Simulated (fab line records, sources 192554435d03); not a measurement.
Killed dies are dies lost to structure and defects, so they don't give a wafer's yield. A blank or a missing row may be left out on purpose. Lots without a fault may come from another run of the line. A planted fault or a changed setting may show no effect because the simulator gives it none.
fab line records | flow n5_finfet | part 2 of 2: steps 5 to 6 of 6
record lots=24 wafers=72 last_day=17
route steps=1938 shown BEOL_M0_SAQP@675 BEOL_M0_CUTY@708 BEOL_M0@717
lots that met no fault: from a run of the same line without faults
start_h: hours from the record's first day to the start of the lot's first wafer shown | wait_h: hours since the lot's step before | " the same as in the row above | L1.1+2: a row that stands for several wafers | - no value, or no start given | * or withheld: withheld | < > ~ a bound
route shown NAME@n: a module of which the file shows steps, and the number in the route of the first | usual: mean/standard deviation of fault-free wafers | same: alike in all rows | chamber/n: place in a boat | sites: the reading at each site | _std_site: their standard deviation | _edge_site: outer sites' mean less inner sites' | radius_mm: how far each site lies from the wafer's centre | mask NAME#n: copy n | behind: the tool/chamber that last shaped the wafer | hold: why the lot was held/for how many hours/how that ended | device: the transistor (n, p or np) that didn't switch | end of line: the same wafers' tests at the end of the route | a step without rows: its recipe alone | killed: dies lost to structure and defects at the first sort, not the wafer's yield | map: a wafer's dies, x killed, . not, _ none there
set.NAME: the setting as run; set.NAME@STEP: as run at that earlier step | model.NAME: the simulator's own value behind a step, which no gauge read
steps of the route over a sample of lots; a table a step, a row a wafer
services: from which hour (start_h, from the record's first day; less than 0 if before it) a tool's chamber was out of use, for how many hours, and why
## steps
# step N5_BEOL_M0_TRENCH_ETCH_107
# recipe chemistry=C4F6/O2 target_depth_a=328 target=SiOC time_s=16.4 ion_energy_ev=250 pressure_mtorr=30 source_w=355 bias_w=185 Ar_flow_sccm=300 C4F6_flow_sccm=10 O2_flow_sccm=10
# usual drypump_motor_current_A=5.6/0.47 oes_ar_750_au=0.80/0.097 oes_f_703_au=0.80/0.097 oes_product_au=0.80/0.1 rf_vpp_V=661/4.4 showerhead_plenum_p_Torr=2.85/0.083 throttle_valve_pct=20.84/0.21
# same time_s=16.4
# columns lot.wafer tool chamber start_h wait_h drypump_motor_current_A oes_ar_750_au oes_f_703_au oes_product_au rf_hours_counter_h rf_vpp_V showerhead_plenum_p_Torr throttle_valve_pct
L074.1 rie_diel-04 2 117.50 0.0 6.6 0.70 0.70 0.68 243 657 2.70 21.20
L074.2 " 1 " " 5.6 0.72 0.72 0.71 191 664 2.82 20.74
L074.3 " 3 " " 5.6 0.77 0.78 0.76 164 666 2.72 20.58
L075.1 rie_diel-04 2 121.10 0.0 6.5 0.70 0.70 0.68 244 655 2.70 21.19
L075.2 " 0 " " 5.6 0.71 0.71 0.70 218 661 2.83 21.31
L075.4 " 3 " " 5.6 0.77 0.77 0.76 165 664 2.72 20.58
L076.1 rie_diel-01 2 130.61 0.0 5.5 0.74 0.75 0.74 156 665 2.86 20.75
L076.2 " 1 " " 4.9 0.97 0.97 0.99 2 655 2.80 20.51
L076.4 " 1 " " 4.8 0.98 0.96 0.98 - 655 2.80 20.52
L077.1 rie_diel-01 1 135.26 0.0 4.9 0.96 0.95 0.97 5 653 2.80 20.52
L077.5 " 2 " " 5.5 0.74 0.74 0.74 - 665 2.85 20.75
L077.6 " 1 " " 4.9 0.96 0.95 0.96 - 654 2.80 20.51
L078.1 rie_diel-04 0 139.22 0.0 5.6 0.71 0.71 0.70 226 660 2.83 21.32
L078.2 " 3 " " 5.6 0.76 0.77 0.76 173 665 2.72 20.58
L078.3 " 1 " " 5.6 0.71 0.72 0.70 200 663 2.82 20.77
L079.1 rie_diel-06 1 152.34 0.0 5.3 0.71 0.71 0.69 218 652 2.81 20.90
L079.2 " 0 " " 5.5 0.78 0.77 0.76 130 668 2.96 20.94
L079.3 " 3 " " 6.8 0.75 0.76 0.75 161 662 2.95 20.89
L080.2 rie_diel-04 1 153.90 0.0 5.6 0.71 0.71 0.69 206 664 2.81 20.76
L080.5 " 0 " " 5.6 0.71 0.71 0.70 - 661 2.82 21.32
L080.6 " 3 " " 5.6 0.76 0.76 0.75 - 665 2.72 20.59
L081.1 rie_diel-01 0 160.60 0.0 5.4 0.97 0.97 0.98 4 663 2.92 21.06
L081.2 " 1 " " 4.8 0.92 0.92 0.93 16 654 2.79 20.53
L081.6 " 2 " " 5.5 0.73 0.73 0.73 - 665 2.85 20.77
L082.2 rie_diel-04 1 170.71 0.0 5.6 0.70 0.70 0.70 212 664 2.81 20.78
L082.5 " 3 " " 5.7 0.74 0.76 0.75 - 664 2.72 20.62
L082.6 " 0 " " 5.6 0.70 0.70 0.69 - 661 2.82 21.35
L083.1 rie_diel-04 0 172.37 0.0 5.6 0.70 0.71 0.69 238 660 2.82 21.33
L083.3 " 3 " " 5.6 0.75 0.75 0.75 186 666 2.72 20.60
L083.5 " 2 " " 6.5 0.97 0.96 0.97 - 666 3.04 20.84
L084.1 rie_diel-01 2 176.87 0.0 5.5 0.73 0.72 0.73 176 667 2.85 20.76
L084.3 " 0 " " 5.4 0.94 0.95 0.96 10 663 2.92 21.04
L084.6 " 3 " " 5.8 0.90 0.91 0.90 - 658 2.89 20.69
L085.3 rie_diel-06 2 191.35 0.0 5.3 0.94 0.94 0.93 9 657 2.81 20.78
L085.4 " 0 " " 5.5 0.76 0.76 0.76 145 669 2.95 20.98
L085.5 " 0 " " 5.5 0.75 0.76 0.75 - 668 2.95 20.96
L086.2 rie_diel-04 2 194.25 0.0 6.5 0.94 0.94 0.94 15 667 3.03 20.84
L086.5 " 1 " " 5.6 0.70 0.70 0.68 - 663 2.81 20.78
L086.6 " 2 " " 6.5 0.93 0.93 0.94 - 666 3.03 20.83
L087.3 rie_diel-01 3 194.75 0.0 5.8 0.88 0.89 0.90 38 658 2.89 20.72
L087.5 " 3 " " 5.8 0.88 0.89 0.90 - 657 2.89 20.69
L087.6 " 0 " " 5.4 0.92 0.93 0.94 - 661 2.91 21.07
L088.1 rie_diel-01 0 200.17 0.0 5.3 0.92 0.93 0.93 18 662 2.91 21.05
L088.3 " 1 " " 4.8 0.89 0.89 0.90 31 653 2.79 20.58
L088.4 " 2 " " 5.5 0.73 0.72 0.71 184 665 2.84 20.80
L089.1 rie_diel-04 1 207.30 0.0 5.6 0.69 0.69 0.69 221 663 2.81 20.79
L089.3 " 3 " " 5.6 0.74 0.75 0.75 198 664 2.71 20.62
L089.6 " 1 " " 5.6 0.69 0.70 0.69 - 664 2.81 20.80
L091.1 rie_diel-01 1 215.92 0.0 4.8 0.88 0.88 0.89 36 655 2.78 20.57
L091.5 " 2 " " 5.5 0.72 0.71 0.71 - 667 2.84 20.81
L091.6 " 3 " " 5.8 0.87 0.87 0.87 - 658 2.88 20.70
L090.1 rie_diel-06 0 222.00 0.0 5.5 0.75 0.75 0.75 155 667 2.95 20.98
L090.3 " 3 " " 6.8 0.74 0.75 0.73 186 661 2.94 20.93
L090.5 " 3 " " 6.8 0.73 0.74 0.73 - 662 2.94 20.93
L092.1 rie_diel-04 1 227.34 0.0 5.6 0.70 0.69 0.69 229 662 2.80 20.80
L092.2 " 0 " " 5.6 0.96 0.96 0.97 3 660 2.81 21.01
L092.3 " 2 " " 6.5 0.90 0.91 0.91 30 667 3.03 20.88
L093.1 rie_diel-01 3 229.46 0.0 5.8 0.86 0.87 0.88 49 658 2.88 20.71
L093.2 " 0 " " 5.4 0.90 0.91 0.92 28 664 2.91 21.08
L093.4 " 2 " " 5.5 0.71 0.71 0.71 195 663 2.84 20.81
L094.2 rie_diel-06 3 235.88 0.0 6.8 0.73 0.74 0.73 190 662 2.93 20.94
L094.4 " 2 " " 5.4 0.90 0.91 0.91 24 659 2.80 20.78
L094.6 " 0 " " 5.5 0.74 0.75 0.74 - 667 2.95 20.98
L095.1 rie_diel-01 3 240.54 0.0 5.8 0.87 0.87 0.86 53 657 2.88 20.72
L095.4 " 2 " " 5.5 0.71 0.71 0.71 200 665 2.84 20.81
L095.6 " 1 " " 4.9 0.86 0.86 0.87 - 655 2.78 20.60
L096.2 rie_diel-01 1 247.97 0.0 4.9 0.86 0.85 0.87 49 654 2.78 20.59
L096.4 " 2 " " 5.5 0.71 0.71 0.70 203 665 2.83 20.83
L096.6 " 2 " " 5.5 0.71 0.70 0.70 - 666 2.83 20.82
L097.3 rie_diel-04 3 251.33 0.0 5.6 0.73 0.74 0.72 217 663 2.70 20.64
L097.4 " 0 " " 5.6 0.93 0.93 0.93 12 660 2.81 21.04
L097.5 " 1 " " 5.6 0.69 0.69 0.68 - 663 2.80 20.82
# step N5_BEOL_M0_STRIP_142
# recipe chemistry=N2/H2 time_s=10 power_w=450 temp_c=40 pressure_mtorr=20 rf_frequency_hz=6e+07 bias_power_w=7 n2_flow_sccm=200 h2_flow_sccm=200
# usual drypump_motor_current_A=5.6/0.47 oes_product_au=0.80/0.1 rf_vpp_V=59.2/0.74 showerhead_plenum_p_Torr=2.54/0.081 throttle_valve_pct=23.66/0.23
# same time_s=10
# columns lot.wafer tool chamber start_h wait_h drypump_motor_current_A oes_product_au rf_hours_counter_h rf_vpp_V showerhead_plenum_p_Torr throttle_valve_pct
L074.1 rie_diel-04 2 117.52 0.0 6.5 0.70 243 58.7 2.40 24.08
L074.2 " 1 " " 5.6 0.72 191 58.9 2.52 23.83
L074.3 " 3 " " 5.6 0.77 164 58.8 2.42 23.37
L075.1 rie_diel-04 2 121.13 0.0 6.5 0.69 244 58.3 2.40 24.07
L075.2 " 0 " " 5.6 0.72 218 57.2 2.52 24.06
L075.4 " 3 " " 5.6 0.76 165 58.8 2.42 23.39
L076.1 rie_diel-01 2 130.64 0.0 5.5 0.74 156 58.7 2.54 23.47
L076.2 " 1 " " 4.9 0.99 2 59.2 2.49 23.36
L076.4 " 1 " " 4.9 1.00 - 59.3 2.49 23.37
L077.1 rie_diel-01 1 135.28 0.0 4.9 0.97 5 59.9 2.49 23.38
L077.5 " 2 " " 5.5 0.74 - 59.2 2.53 23.49
L077.6 " 1 " " 4.9 0.97 - 57.5 2.49 23.37
L078.1 rie_diel-04 0 139.24 0.0 5.6 0.71 226 59.7 2.51 24.05
L078.2 " 3 " " 5.6 0.75 173 59.2 2.42 23.41
L078.3 " 1 " " 5.6 0.70 200 60.5 2.52 23.87
L079.1 rie_diel-06 1 152.36 0.0 5.4 0.70 218 58.9 2.51 23.64
L079.2 " 0 " " 5.5 0.77 130 59.9 2.65 23.71
L079.3 " 3 " " 6.8 0.76 161 59.1 2.64 23.48
L080.2 rie_diel-04 1 153.92 0.0 5.6 0.69 206 60.2 2.52 23.85
L080.5 " 0 " " 5.6 0.70 - 57.7 2.51 24.08
L080.6 " 3 " " 5.6 0.74 - 59.2 2.42 23.42
L081.1 rie_diel-01 0 160.63 0.0 5.3 0.98 4 59.0 2.61 23.91
L081.2 " 1 " " 4.8 0.93 16 58.8 2.49 23.39
L081.6 " 2 " " 5.5 0.73 - 59.0 2.53 23.50
L082.2 rie_diel-04 1 170.73 0.0 5.6 0.70 212 58.5 2.52 23.87
L082.5 " 3 " " 5.6 0.74 - 59.1 2.42 23.42
L082.6 " 0 " " 5.6 0.69 - 59.0 2.51 24.08
L083.1 rie_diel-04 0 172.39 0.0 5.6 0.69 238 59.6 2.51 24.08
L083.3 " 3 " " 5.7 0.74 186 59.6 2.41 23.42
L083.5 " 2 " " 6.5 0.96 - 60.6 2.72 23.72
L084.1 rie_diel-01 2 176.90 0.0 5.5 0.72 176 59.2 2.53 23.53
L084.3 " 0 " " 5.4 0.96 10 59.7 2.61 23.92
L084.6 " 3 " " 5.8 0.90 - 59.6 2.60 23.47
L085.3 rie_diel-06 2 191.37 0.0 5.4 0.93 9 59.4 2.49 23.36
L085.4 " 0 " " 5.5 0.75 145 59.5 2.65 23.72
L085.5 " 0 " " 5.5 0.75 - 59.1 2.65 23.72
L086.2 rie_diel-04 2 194.27 0.0 6.5 0.94 15 59.5 2.71 23.75
L086.5 " 1 " " 5.6 0.69 - 57.8 2.51 23.88
L086.6 " 2 " " 6.6 0.94 - 60.0 2.71 23.74
L087.3 rie_diel-01 3 194.77 0.0 5.8 0.88 38 58.3 2.59 23.47
L087.5 " 3 " " 5.8 0.89 - 58.7 2.59 23.45
L087.6 " 0 " " 5.3 0.94 - 59.6 2.61 23.95
L088.1 rie_diel-01 0 200.19 0.0 5.4 0.93 18 58.8 2.61 23.94
L088.3 " 1 " " 4.9 0.90 31 60.6 2.48 23.41
L088.4 " 2 " " 5.5 0.71 184 60.0 2.52 23.53
L089.1 rie_diel-04 1 207.32 0.0 5.6 0.68 221 59.2 2.51 23.87
L089.3 " 3 " " 5.6 0.73 198 58.5 2.41 23.44
L089.6 " 1 " " 5.6 0.68 - 60.5 2.51 23.89
L091.1 rie_diel-01 1 215.95 0.0 4.9 0.90 36 59.0 2.48 23.40
L091.5 " 2 " " 5.5 0.71 - 59.5 2.52 23.52
L091.6 " 3 " " 5.8 0.88 - 59.3 2.59 23.47
L090.1 rie_diel-06 0 222.03 0.0 5.5 0.74 155 60.7 2.64 23.75
L090.3 " 3 " " 6.8 0.73 186 57.8 2.63 23.51
L090.5 " 3 " " 6.8 0.74 - 58.9 2.63 23.53
L092.1 rie_diel-04 1 227.36 0.0 5.6 0.68 229 58.3 2.51 23.90
L092.2 " 0 " " 5.6 0.96 3 58.8 2.50 23.79
L092.3 " 2 " " 6.5 0.90 30 60.2 2.71 23.77
L093.1 rie_diel-01 3 229.48 0.0 5.8 0.87 49 60.1 2.59 23.49
L093.2 " 0 " " 5.3 0.92 28 59.6 2.60 23.97
L093.4 " 2 " " 5.5 0.71 196 59.3 2.52 23.54
L094.2 rie_diel-06 3 235.90 0.0 6.8 0.74 190 60.3 2.63 23.53
L094.4 " 2 " " 5.4 0.92 24 58.4 2.49 23.39
L094.6 " 0 " " 5.5 0.74 - 59.7 2.64 23.74
L095.1 rie_diel-01 3 240.56 0.0 5.8 0.87 53 60.3 2.59 23.49
L095.4 " 2 " " 5.5 0.70 200 58.9 2.52 23.54
L095.6 " 1 " " 4.9 0.86 - 58.0 2.48 23.43
L096.2 rie_diel-01 1 247.99 0.0 4.8 0.87 49 59.6 2.48 23.43
L096.4 " 2 " " 5.5 0.70 203 59.6 2.51 23.55
L096.6 " 2 " " 5.5 0.71 - 58.2 2.51 23.55
L097.3 rie_diel-04 3 251.35 0.0 5.6 0.72 217 60.3 2.40 23.45
L097.4 " 0 " " 5.6 0.94 12 59.1 2.50 23.81
L097.5 " 1 " " 5.6 0.68 - 59.7 2.50 23.90
## services
# columns tool chamber start_h hours kind
rie_diel-06 3 95.74 5.3 repair
rie_diel-06 1 102.17 2.4 repair
rie_diel-01 - 104.58 0.5 repair
rie_diel-01 1 107.44 - clean
rie_diel-01 1 107.44 - consumable_replace:focus_ring
rie_diel-01 1 107.44 16.2 scheduled_down
rie_diel-01 1 107.44 16.2 vent_cycle
rie_diel-06 0 118.56 6.0 repair
rie_diel-01 0 128.57 - clean
rie_diel-01 0 128.57 - consumable_replace:focus_ring
rie_diel-04 2 135.03 - clean
rie_diel-04 2 135.03 - consumable_replace:focus_ring
rie_diel-04 2 135.03 - consumable_replace:showerhead
rie_diel-04 2 135.03 19.1 scheduled_down
rie_diel-04 2 135.03 19.1 vent_cycle
vapor_etch-01 1 182.84 4.5 repair
vapor_etch-01 - 198.82 4.3 pm
rie_diel-04 0 204.28 - clean
rie_diel-04 0 204.28 - consumable_replace:focus_ring
rie_diel-04 0 204.28 17.3 scheduled_down
rie_diel-04 0 204.28 17.3 vent_cycle
vapor_etch-02 1 214.67 0.9 repair
rie_diel-04 1 217.32 5.2 repair
rie_diel-06 1 242.35 55.8 repair
